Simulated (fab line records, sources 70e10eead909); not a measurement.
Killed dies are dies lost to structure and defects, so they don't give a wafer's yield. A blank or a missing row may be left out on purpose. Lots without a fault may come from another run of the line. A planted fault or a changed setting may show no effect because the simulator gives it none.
A struck lot beside a sound one | flow nand_harc | 15 steps out of a route of 1302
Sound: wafers L206.1, L206.3, L206.6. Struck: wafer L221.2. (L221.6 of the same lot was not struck and is left out.) The cause comes at the end.
At each step with rows: each side's tool, then ch and its chambers, then its first start. Under that, the readings that differ: sound wafers | struck wafers | difference of the means | sigmas: that difference in standard deviations of wafers without a fault.
alike: readings whose means differ by less than 2 such deviations, and words and numbers that are the same on both sides. not compared: withheld readings, readings that some wafer has no value for, bounds like >300 that may hide the same value, and numbers for which the record gives no deviation and whose values overlap.
The two part at a step that has a row with sigmas, a row that says differs or no value, or rows on one side only. Numbers that don't overlap but have no deviation are shown without sigmas and don't part them. A reading that every wafer of one side lacks parts them only if that side has two wafers or more.

first, 2 steps without rows for these wafers: NHARC_A_DECK1_JOINT_ANNEAL_28 (time 1800 s); NHARC_A_DECK1_JOINT_ANNEAL_29 (time 1800 s).
NHARC_A_DECK1_JOINT_CMP_02: polishes SiOx.
  sound on cmp-02 ch 0,2,3, day 13 20:04; struck on cmp-03 ch 3, day 20 04:59
  alike: motor_current_A
then, 1 step without rows for these wafers: NHARC_A_DECK1_JOINT_SRD_15.
NHARC_A_DECK1_JOINT_DEP_16: deposits SiO2, target thk 45 nm.
  sound on pecvd-03 ch 1,2, day 13 20:26; struck on pecvd-01 ch 1, day 20 05:18
  alike: heater_power_w, throttle_valve_pct
  not compared: since_wet_clean_h
NHARC_A_DECK1_JOINT_THK_MEAS_17: measures by ellipsometry.
  sound on film_metro-01, day 13 20:43; struck on film_metro-01, day 20 05:35
  alike: thk_nm
NHARC_A_DECK1_JOINT_INSPECT_05:
  sound on defect_inspect-02, day 13 20:46; struck on defect_inspect-01, day 20 05:37
  reading          | sound       | struck | difference | sigmas
  raw_defect_count | 277 258 209 | 711    | +463       | +3
then, 1 step without rows for these wafers: NHARC_A_ONON_D2_DEP_00 (target thk 1000 nm).
NHARC_A_ONON_D2_THK_MEAS_02: measures by ellipsometry.
  sound on film_metro-02, day 13 21:20; struck on film_metro-02, day 20 06:11
  alike: thk_nm
then, 1 step without rows for these wafers: NHARC_A_ONON_D2_DEP_03 (target thk 1000 nm).
NHARC_A_ONON_D2_THK_MEAS_05: measures by ellipsometry.
  sound on film_metro-01, day 13 21:54; struck on film_metro-02, day 20 06:46
  alike: thk_nm
NHARC_A_ONON_D2_DEP_06: target thk 1000 nm.
  sound on pecvd_onon-04 ch 0, day 13 21:58; struck on pecvd_onon-04 ch 0, day 20 06:53
  alike: sih4_flow_sccm
NHARC_A_ONON_D2_THK_MEAS_08: measures by ellipsometry.
  sound on film_metro-01, day 13 22:28; struck on film_metro-02, day 20 07:20
  reading     | sound          | struck | difference | sigmas
  thk_nm (nm) | 1004 1004 1002 | 330    | -673       | -69
then, 1 step without rows for these wafers: NHARC_A_ONON_D2_DEP_09 (target thk 1000 nm).
-- the record jumps here: 11 days lie between the struck wafers' starts before and after (it left off in module A_ONON_D2 and takes up again in module END, whose first step shown is number 1302 of the route) --
NHARC_END_SORT_01:
  the record has rows for the struck wafers here (prober-02 ch 0, day 31 19:13) and none for the sound ones

WHERE THEY PART
First at NHARC_A_DECK1_JOINT_INSPECT_05; last, within this record, at NHARC_END_SORT_01.

WHY: what the simulator had put in
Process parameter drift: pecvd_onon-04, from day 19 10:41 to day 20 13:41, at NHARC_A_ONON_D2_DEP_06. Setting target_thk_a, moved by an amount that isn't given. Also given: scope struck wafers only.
